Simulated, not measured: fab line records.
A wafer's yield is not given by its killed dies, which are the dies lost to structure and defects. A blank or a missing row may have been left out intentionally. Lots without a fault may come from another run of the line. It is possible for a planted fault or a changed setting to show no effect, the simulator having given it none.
Chamber matching / flow nand-harc / cmp-03 running NHARC_A_BLC_CMP_25: 4 sister chambers
The step polishes, t overpolish 30 s, target thk 150 nm. 20 wafers are shown with their chamber, then 10 later ones without.

== EACH WAFER AND ITS CHAMBER ==
wafer=L075.2; chamber=3; time-to-endpoint-s (s)=34; motor-current-A (A)=12.3; overpolish-run-s (s)=30.000
wafer=L075.5; chamber=1; time-to-endpoint-s (s)=31; motor-current-A (A)=12.3; overpolish-run-s (s)=29.990
wafer=L075.6; chamber=0; time-to-endpoint-s (s)=25; motor-current-A (A)=13.6; overpolish-run-s (s)=30.003
wafer=L079.1; chamber=3; time-to-endpoint-s (s)=33; motor-current-A (A)=12.0; overpolish-run-s (s)=30.007
wafer=L079.3; chamber=2; time-to-endpoint-s (s)=37; motor-current-A (A)=13.3; overpolish-run-s (s)=29.993
wafer=L079.6; chamber=2; time-to-endpoint-s (s)=39; motor-current-A (A)=13.9; overpolish-run-s (s)=30.005
wafer=L081.1; chamber=0; time-to-endpoint-s (s)=22; motor-current-A (A)=12.9; overpolish-run-s (s)=29.997
wafer=L081.3; chamber=3; time-to-endpoint-s (s)=30; motor-current-A (A)=12.1; overpolish-run-s (s)=29.986
wafer=L081.5; chamber=1; time-to-endpoint-s (s)=27; motor-current-A (A)=12.6; overpolish-run-s (s)=30.007
wafer=L080.2; chamber=1; time-to-endpoint-s (s)=29; motor-current-A (A)=13.1; overpolish-run-s (s)=30.013
wafer=L080.3; chamber=2; time-to-endpoint-s (s)=37; motor-current-A (A)=14.0; overpolish-run-s (s)=29.983
wafer=L080.5; chamber=2; time-to-endpoint-s (s)=38; motor-current-A (A)=13.5; overpolish-run-s (s)=29.989
wafer=L083.1; chamber=0; time-to-endpoint-s (s)=21; motor-current-A (A)=12.7; overpolish-run-s (s)=30.020
wafer=L083.3; chamber=1; time-to-endpoint-s (s)=26; motor-current-A (A)=12.8; overpolish-run-s (s)=29.998
wafer=L083.4; chamber=3; time-to-endpoint-s (s)=26; motor-current-A (A)=12.6; overpolish-run-s (s)=29.988
wafer=L084.1; chamber=1; time-to-endpoint-s (s)=24; motor-current-A (A)=12.6; overpolish-run-s (s)=29.994
wafer=L084.3; chamber=2; time-to-endpoint-s (s)=32; motor-current-A (A)=13.7; overpolish-run-s (s)=30.013
wafer=L084.4; chamber=3; time-to-endpoint-s (s)=27; motor-current-A (A)=12.2; overpolish-run-s (s)=29.984
wafer=L088.1; chamber=3; time-to-endpoint-s (s)=32; motor-current-A (A)=11.7; overpolish-run-s (s)=29.999
wafer=L088.4; chamber=1; time-to-endpoint-s (s)=28; motor-current-A (A)=13.3; overpolish-run-s (s)=29.996

SIGNATURES (averages over the wafers above)
reading=time-to-endpoint-s; chamber 0=22.67; chamber 1=27.50; chamber 2=36.60; chamber 3=30.33; scatter within a chamber=2.75
reading=motor-current-A; chamber 0=13.067; chamber 1=12.783; chamber 2=13.680; chamber 3=12.150; scatter within a chamber=0.344
reading=overpolish-run-s; chamber 0=30.00667; chamber 1=29.99967; chamber 2=29.99660; chamber 3=29.99400; scatter within a chamber=0.0103
Rule: for a wafer and a chamber, the distance is found by dividing, reading by reading, the gap between the wafer's reading and the chamber's mean by the reading's scatter, squaring, summing and taking the root. The wafer belongs to the nearest chamber; if the next one is less than 2 further off, it can't be placed. The scatter is the square root of a quotient: the sum, over the shown wafers, of each reading's squared deviation from its chamber's mean, divided by wafers minus chambers.

== WAFERS WITHOUT THEIR CHAMBER ==
wafer=L088.6; time-to-endpoint-s (s)=31; motor-current-A (A)=11.7; overpolish-run-s (s)=30.006
wafer=L093.2; time-to-endpoint-s (s)=32; motor-current-A (A)=10.8; overpolish-run-s (s)=30.010
wafer=L093.3; time-to-endpoint-s (s)=28; motor-current-A (A)=12.9; overpolish-run-s (s)=30.006
wafer=L093.6; time-to-endpoint-s (s)=30; motor-current-A (A)=12.8; overpolish-run-s (s)=30.007
wafer=L095.2; time-to-endpoint-s (s)=30; motor-current-A (A)=13.0; overpolish-run-s (s)=30.007
wafer=L095.3; time-to-endpoint-s (s)=35; motor-current-A (A)=14.2; overpolish-run-s (s)=30.013
wafer=L095.5; time-to-endpoint-s (s)=32; motor-current-A (A)=12.0; overpolish-run-s (s)=29.996
wafer=L097.1; time-to-endpoint-s (s)=28; motor-current-A (A)=12.0; overpolish-run-s (s)=30.001
wafer=L097.3; time-to-endpoint-s (s)=24; motor-current-A (A)=12.3; overpolish-run-s (s)=30.011
wafer=L097.4; time-to-endpoint-s (s)=37; motor-current-A (A)=13.5; overpolish-run-s (s)=30.003

== EACH ONE'S CHAMBER ==
wafer=L088.6; from the rows above=can't be placed: 3 or 1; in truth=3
wafer=L093.2; from the rows above=can't be placed: 3 or 1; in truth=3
wafer=L093.3; from the rows above=can't be placed: 1 or 0 or 3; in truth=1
wafer=L093.6; from the rows above=can't be placed: 1 or 3 or 0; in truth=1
wafer=L095.2; from the rows above=can't be placed: 1 or 0 or 3 or 2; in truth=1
wafer=L095.3; from the rows above=2; in truth=2
wafer=L095.5; from the rows above=3; in truth=3
wafer=L097.1; from the rows above=can't be placed: 3 or 1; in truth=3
wafer=L097.3; from the rows above=can't be placed: 1 or 0 or 3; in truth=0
wafer=L097.4; from the rows above=2; in truth=2
Correct placement for 3 of the 10. Can't be placed from these rows: 7 (the true chamber is among the candidates in 7). Placed wrongly: 0.
